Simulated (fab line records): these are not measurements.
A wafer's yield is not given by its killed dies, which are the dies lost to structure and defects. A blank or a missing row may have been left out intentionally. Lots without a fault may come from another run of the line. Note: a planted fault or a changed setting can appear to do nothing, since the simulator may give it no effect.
Split-lot study + flow n5_finfet + route with 1938 steps; 7 lots, 21 wafers read

THE SPLIT
At N5_BEOL_M7_ETCH_61 (etches SiARC in CF4, target depth 45.5 nm, time 75.8 s), the setting source_w was moved away from the recipe's 545 W on 7 of the 21 wafers read, by -10.0% to +15.8%. All remaining wafers had this setting at the recipe value.

The reading comes from the split's own step.

THE READING
rf_vpp_V, in V, at N5_BEOL_M7_ETCH_61 (etches SiARC in CF4, target depth 45.5 nm, time 75.8 s). A value of 183.8 V with a standard deviation of 1.1 V is what fault-free wafers of this fab line usually give.

| wafer  | tool, chamber at the split | source_w as run, W | against the recipe | rf_vpp_V, V | against lot-mates on the recipe |
|--------|----------------------------|--------------------|--------------------|-------------|---------------------------------|
| L074.1 | rie_diel-06, 1             | 545                | recipe             | 184.4       | -                               |
| L074.2 | rie_diel-06, 3             | 490.7              | -10.0%             | 190.0       | +5.6                            |
| L074.4 | rie_diel-06, 0             | 490.7              | -10.0%             | 191.6       | +7.2                            |
| L075.2 | rie_diel-02, 1             | 545                | recipe             | 185.2       | -                               |
| L075.4 | rie_diel-02, 3             | 545                | recipe             | 183.9       | -                               |
| L075.6 | rie_diel-02, 1             | 510                | -6.4%              | 189.7       | +5.1                            |
| L082.2 | rie_diel-02, 0             | 503.4              | -7.6%              | 190.5       | +6.9                            |
| L082.3 | rie_diel-02, 2             | 545                | recipe             | 184.1       | -                               |
| L082.4 | rie_diel-02, 3             | 545                | recipe             | 183.1       | -                               |
| L085.2 | rie_diel-02, 0             | 545                | recipe             | 183.7       | -                               |
| L085.4 | rie_diel-02, 2             | 545                | recipe             | 183.4       | -                               |
| L085.5 | rie_diel-02, 3             | 496.5              | -8.9%              | 189.4       | +5.8                            |
| L088.2 | rie_diel-02, 2             | 545                | recipe             | 183.5       | -                               |
| L088.4 | rie_diel-02, 1             | 545                | recipe             | 184.7       | -                               |
| L088.6 | rie_diel-02, 3             | 545                | recipe             | 183.5       | -                               |
| L091.1 | rie_diel-02, 3             | 545                | recipe             | 184.7       | -                               |
| L091.2 | rie_diel-02, 1             | 545                | recipe             | 185.4       | -                               |
| L091.6 | rie_diel-02, 0             | 545                | recipe             | 185.2       | -                               |
| L097.2 | rie_diel-06, 3             | 631                | +15.8%             | 176.8       | -6.4                            |
| L097.4 | rie_diel-06, 2             | 545                | recipe             | 183.2       | -                               |
| L097.5 | rie_diel-06, 3             | 631                | +15.8%             | 174.0       | -9.2                            |

FIT RESULTS
A straight line over all 21 wafers: rf_vpp_V changes by -0.613 V for each +1% of source_w; r = -0.97; the points scatter about the line by 1 V.
The same after taking each lot's own level away (the mean of its wafers on the recipe; 21 wafers): -0.579 V for each +1%; r = -0.97; scatter 0.96 V.
That fit puts the effect of the largest move of source_w on the reading at 9.1 V.
The span of the lots' own levels, 183.20 to 185.10 V, comes to 1.7 times the standard deviation stated above.
The two slopes agree, so the slope changes little with the lot-to-lot level.
Check: -10 V against its lot-mates is what the line predicts for one of the wafers moved furthest among these (+15.8%) when that wafer is left out of the fit. It came out at -6.4 V against them.
Tool readings at the split's step, against how far the setting was moved: rf_vpp_V r = -0.97.

ADDITIONAL SPLITS CARRIED BY THESE WAFERS
These wafers also went through other splits before the reading. Each is held against what the fit with the lots' levels taken away leaves over:
| other split on the same wafers | wafers away from the commonest value | r with rf_vpp_V (lot level and that fit taken away) |
|--------------------------------|--------------------------------------|-----------------------------------------------------|
| N5_BEOL_M4_EXPOSE_08 dose_mj   | 8                                    | -0.12                                               |
| N5_BEOL_M5_COAT_66 spin_rpm    | 7                                    | +0.34                                               |
| N5_BEOL_M5_COAT_74 spin_rpm    | 6                                    | +0.29                                               |
| N5_BEOL_M6_VIA_ETCH_34 time_s  | 4                                    | -0.10                                               |

FILE'S OWN FIT
rf_vpp_V changes by -0.615 V for each +1% of source_w, r = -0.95.
